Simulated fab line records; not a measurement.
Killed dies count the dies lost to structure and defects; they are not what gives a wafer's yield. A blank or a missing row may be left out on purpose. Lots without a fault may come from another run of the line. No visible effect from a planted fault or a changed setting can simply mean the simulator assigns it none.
Chamber matching | flow n5-finfet | 4 sister chambers for N5_FIN_SAQP_FIN_ETCH_36 on rie-si-03
The step etches the open film in HBr/Cl2/O2, target depth 120 nm, time 50.4 s. 24 wafers are shown with their chamber, then 12 later ones without.

== EACH WAFER AND ITS CHAMBER ==
wafer  | chamber | drypump-motor-current-A (A) | oes-product-au (a.u.) | O2_flow_sccm (sccm)
L074.1 | 1       | 5.5                         | 1.012                 | 11.97
L074.4 | 0       | 6.4                         | 1.023                 | 12.00
L074.6 | 3       | 5.6                         | 0.985                 | 11.99
L075.1 | 1       | 5.5                         | 1.015                 | 12.05
L075.4 | 3       | 5.6                         | 0.988                 | 12.00
L075.6 | 2       | 6.3                         | 0.960                 | 11.98
L076.2 | 0       | 6.4                         | 1.010                 | 12.03
L076.3 | 1       | 5.5                         | 1.019                 | 11.98
L076.4 | 3       | 5.6                         | 0.998                 | 12.02
L079.3 | 2       | 6.3                         | 0.950                 | 12.00
L079.4 | 0       | 6.4                         | 1.025                 | 12.02
L079.5 | 0       | 6.4                         | 1.028                 | 11.99
L080.2 | 0       | 6.4                         | 1.014                 | 11.95
L080.3 | 3       | 5.6                         | 0.998                 | 12.01
L080.6 | 1       | 5.5                         | 1.015                 | 11.96
L082.1 | 2       | 6.4                         | 0.959                 | 12.00
L082.4 | 0       | 6.4                         | 1.021                 | 12.04
L082.5 | 1       | 5.6                         | 1.021                 | 11.98
L091.3 | 2       | 6.4                         | 0.949                 | 12.05
L091.4 | 1       | 5.5                         | 1.011                 | 12.02
L091.5 | 1       | 5.5                         | 1.014                 | 12.03
L092.1 | 3       | 5.6                         | 0.998                 | 11.97
L092.2 | 2       | 6.3                         | 0.945                 | 12.01
L092.5 | 3       | 5.6                         | 0.988                 | 11.95

SIGNATURES (averages over the wafers above)
reading                 | chamber 0 | chamber 1 | chamber 2 | chamber 3 | scatter within a chamber
drypump-motor-current-A | 6.400     | 5.514     | 6.340     | 5.600     | 0.0321
oes-product-au          | 1.02017   | 1.01529   | 0.95260   | 0.99250   | 0.0058
O2_flow_sccm            | 12.0050   | 11.9986   | 12.0080   | 11.9900   | 0.0304
Rule: a wafer lies at a distance from a chamber equal to the root of the sum of squares, over the readings, of (its reading less the chamber's mean, divided by the reading's scatter). If the next closest chamber is less than 2 further off than the closest, the wafer can't be placed; otherwise it belongs to the closest. The scatter: take each reading less its chamber's mean, square it, sum over the shown wafers, divide by the number of wafers less the number of chambers, and take the root.

== WAFERS WITH NO CHAMBER GIVEN ==
wafer  | drypump-motor-current-A (A) | oes-product-au (a.u.) | O2_flow_sccm (sccm)
L094.1 | 5.5                         | 1.022                 | 12.01
L094.4 | 6.4                         | 1.022                 | 12.01
L094.5 | 6.4                         | 1.014                 | 12.03
L095.1 | 6.4                         | 1.009                 | 11.98
L095.4 | 5.6                         | 0.987                 | 11.98
L095.6 | 5.6                         | 0.969                 | 12.01
L096.3 | 6.4                         | 1.005                 | 12.01
L096.5 | 5.5                         | 1.021                 | 12.04
L096.6 | 6.4                         | 0.961                 | 11.93
L097.1 | 5.6                         | 0.980                 | 12.02
L097.2 | 5.5                         | 1.009                 | 11.99
L097.5 | 6.4                         | 0.936                 | 11.96

== EACH ONE'S CHAMBER ==
wafer  | from the rows above | in truth
L094.1 | 1                   | 1
L094.4 | 0                   | 0
L094.5 | 0                   | 0
L095.1 | 0                   | 0
L095.4 | 3                   | 3
L095.6 | 3                   | 3
L096.3 | 0                   | 0
L096.5 | 1                   | 1
L096.6 | 2                   | 2
L097.1 | 3                   | 3
L097.2 | 1                   | 1
L097.5 | 2                   | 2
Correct placement for 12 of the 12. Not placeable from these rows: 0. Number placed wrongly: 0.
